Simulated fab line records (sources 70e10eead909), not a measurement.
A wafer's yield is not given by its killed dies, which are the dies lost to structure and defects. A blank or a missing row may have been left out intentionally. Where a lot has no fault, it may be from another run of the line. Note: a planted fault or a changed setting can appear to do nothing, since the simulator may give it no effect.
Matching of chambers + flow nandHarc + NHARC_P_GATE_ALD_36 on aldSin-04: 4 sister chambers
The step deposits SiNx, target thk 20 nm, pulse time 60 s, ald cycles 223. 16 wafers are shown with their chamber, then 8 later ones without.

## WAFERS, EACH WITH ITS CHAMBER
| wafer  | chamber | heaterPowerW (W) | precursorPulseHeightRel |
|--------|---------|------------------|-------------------------|
| L076.4 | 3       | 734              | 0.990                   |
| L076.3 | 2       | 849              | 1.005                   |
| L076.6 | 3       | 748              | 0.986                   |
| L079.4 | 2       | 822              | 0.986                   |
| L079.1 | 0       | 663              | 1.000                   |
| L079.5 | 2       | 840              | 0.999                   |
| L082.1 | 1       | 884              | 1.008                   |
| L082.3 | 3       | 762              | 1.001                   |
| L082.5 | 1       | 857              | 1.002                   |
| L085.2 | 0       | 669              | 1.004                   |
| L085.4 | 1       | 890              | 1.026                   |
| L085.1 | 2       | 863              | 0.999                   |
| L087.1 | 2       | 843              | 0.982                   |
| L087.5 | 3       | 775              | 0.987                   |
| L087.6 | 0       | 666              | 1.025                   |
| L091.4 | 1       | 893              | 0.969                   |

SIGNATURES, as means of the wafers listed above
| reading                 | chamber 0 | chamber 1 | chamber 2 | chamber 3 | scatter within a chamber |
|-------------------------|-----------|-----------|-----------|-----------|--------------------------|
| heaterPowerW            | 666.00    | 881.00    | 843.40    | 754.75    | 14.9                     |
| precursorPulseHeightRel | 1.00967   | 1.00125   | 0.99420   | 0.99100   | 0.0147                   |
Rule: distance of a wafer from a chamber = root of the sum over the readings of ((wafer's reading minus chamber's mean) / reading's scatter) squared. The wafer belongs to the nearest chamber; if the next one is less than 2 further off, it can't be placed. The scatter: the root of (the sum of the squares of (reading less its chamber's mean) over the shown wafers, divided by (wafers less chambers)).

## WAFERS WITH NO CHAMBER GIVEN
| wafer  | heaterPowerW (W) | precursorPulseHeightRel |
|--------|------------------|-------------------------|
| L091.2 | 882              | 1.021                   |
| L091.5 | 889              | 0.986                   |
| L094.3 | 780              | 1.007                   |
| L094.4 | 668              | 0.989                   |
| L094.5 | 788              | 0.996                   |
| L097.4 | 897              | 0.951                   |
| L097.5 | 651              | 1.008                   |
| L097.6 | 926              | 1.007                   |

## CHAMBER TAKEN BY EACH
| wafer  | from the rows above     | in truth |
|--------|-------------------------|----------|
| L091.2 | can't be placed: 1 or 2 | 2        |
| L091.5 | can't be placed: 1 or 2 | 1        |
| L094.3 | 3                       | 3        |
| L094.4 | 0                       | 0        |
| L094.5 | can't be placed: 3 or 2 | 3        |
| L097.4 | can't be placed: 1 or 2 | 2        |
| L097.5 | 0                       | 0        |
| L097.6 | 1                       | 1        |
4 of 8 placed correctly. Not placeable from these rows: 4 (in 4, the candidates include the true chamber). Placed wrongly: 0.
